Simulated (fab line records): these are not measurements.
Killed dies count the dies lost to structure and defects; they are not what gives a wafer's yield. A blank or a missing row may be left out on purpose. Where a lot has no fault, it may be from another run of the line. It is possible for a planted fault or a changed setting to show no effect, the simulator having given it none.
Which of the tools did it? -- flow n5_finfet -- 29 wafers from 10 lots sampled at 5 of the route's 1938 steps

== WHAT EACH GAUGE READ, for each wafer ==
N5_BEOL_M4_RC_MEAS_101.
lot,measured,on,DIBL_N (mV/V)
L372,day 8 17:17,prober-01,37.9 37.5 35.9
L378,day 10 01:29,prober-01,34.3 31.8 32.5
L385,day 12 03:38,prober-02,34.9 35.6 35.3
L388,day 12 03:52,prober-01,35.5 37.5 35.3
L389,day 13 05:15,prober-02,33.4 34.1 34.6
L390,day 12 22:20,prober-01,34.8 36.9 36.3
L391,day 13 17:22,prober-01,34.4 33.9 36.7
L392,day 14 00:05,prober-02,31.0 36.2 37.6
L393,day 14 00:10,prober-01,36.4 37.0
L394,day 14 08:04,prober-02,36.7 37.4 35.5

== TOOL THAT RAN EACH LOT (tool first, then ch and the chambers of the sampled wafers, then the start) ==
lot,N5_BEOL_M1_SPUTTER_81,N5_BEOL_M1_SPUTTER_88,N5_BEOL_M1_SPUTTER_90,N5_BEOL_M1_ANNEAL_91
L372,"pvd_sputter-03, day 6 17:50","pvd_sputter-03, day 6 18:16","pvd_sputter-03, day 6 18:29","pvd_sputter-03, day 6 18:34"
L378,"pvd_sputter-01, day 8 00:43","pvd_sputter-01, day 8 01:09","pvd_sputter-01, day 8 01:22","pvd_sputter-01, day 8 01:27"
L385,"pvd_sputter-01, day 10 14:26","pvd_sputter-01, day 10 14:53","pvd_sputter-01, day 10 15:06","pvd_sputter-01, day 10 15:11"
L388,"pvd_sputter-01, day 10 18:20","pvd_sputter-01, day 10 18:47","pvd_sputter-01, day 10 19:00","pvd_sputter-01, day 10 19:05"
L389,"pvd_sputter-01, day 11 02:41","pvd_sputter-01, day 11 03:07","pvd_sputter-01, day 11 03:20","pvd_sputter-01, day 11 03:25"
L390,"pvd_sputter-02, day 11 10:12","pvd_sputter-02, day 11 10:38","pvd_sputter-02, day 11 10:52","pvd_sputter-02, day 11 10:56"
L391,"pvd_sputter-02, day 11 16:20","pvd_sputter-02, day 11 16:46","pvd_sputter-02, day 11 16:59","pvd_sputter-02, day 11 17:04"
L392,"pvd_sputter-03, day 11 21:46","pvd_sputter-03, day 11 22:13","pvd_sputter-03, day 11 22:26","pvd_sputter-03, day 11 22:31"
L393,"pvd_sputter-01, day 12 03:01","pvd_sputter-01, day 12 03:27","pvd_sputter-01, day 12 03:40","pvd_sputter-01, day 12 03:47"
L394,"pvd_sputter-02, day 12 09:33","pvd_sputter-02, day 12 09:59","pvd_sputter-02, day 12 10:13","pvd_sputter-02, day 12 10:17"
- N5_BEOL_M1_SPUTTER_81: material Cu, target thk 4.5 nm, time 8.29 s.
- N5_BEOL_M1_SPUTTER_88: material Cu, target thk 4.5 nm, time 8.29 s.
- N5_BEOL_M1_SPUTTER_90: material Cu, target thk 4.5 nm, time 8.29 s.
- N5_BEOL_M1_ANNEAL_91: time 240 s.

== THE ANSWER, worked out from the rows above alone ==
Rule: the usual values come from the lots themselves. Put in order of their means at a reading, lots are off if they are a third of the lots or fewer, leave a main group of 4 or more, and stand apart from it by a gap of 3 or more times the standard deviation of the main group's means; of several such gaps the widest counts. A main group whose means are all the same, to the digits that the tables above print for the reading, isn't used. A lot without any number at a reading at which 4 lots or more have one is off too. Any other lot the step has rows for is counted as sound.
Nothing can be told from this: no lot is off at any reading shown.

== WHAT HAD BEEN PUT IN BY THE SIMULATOR ==
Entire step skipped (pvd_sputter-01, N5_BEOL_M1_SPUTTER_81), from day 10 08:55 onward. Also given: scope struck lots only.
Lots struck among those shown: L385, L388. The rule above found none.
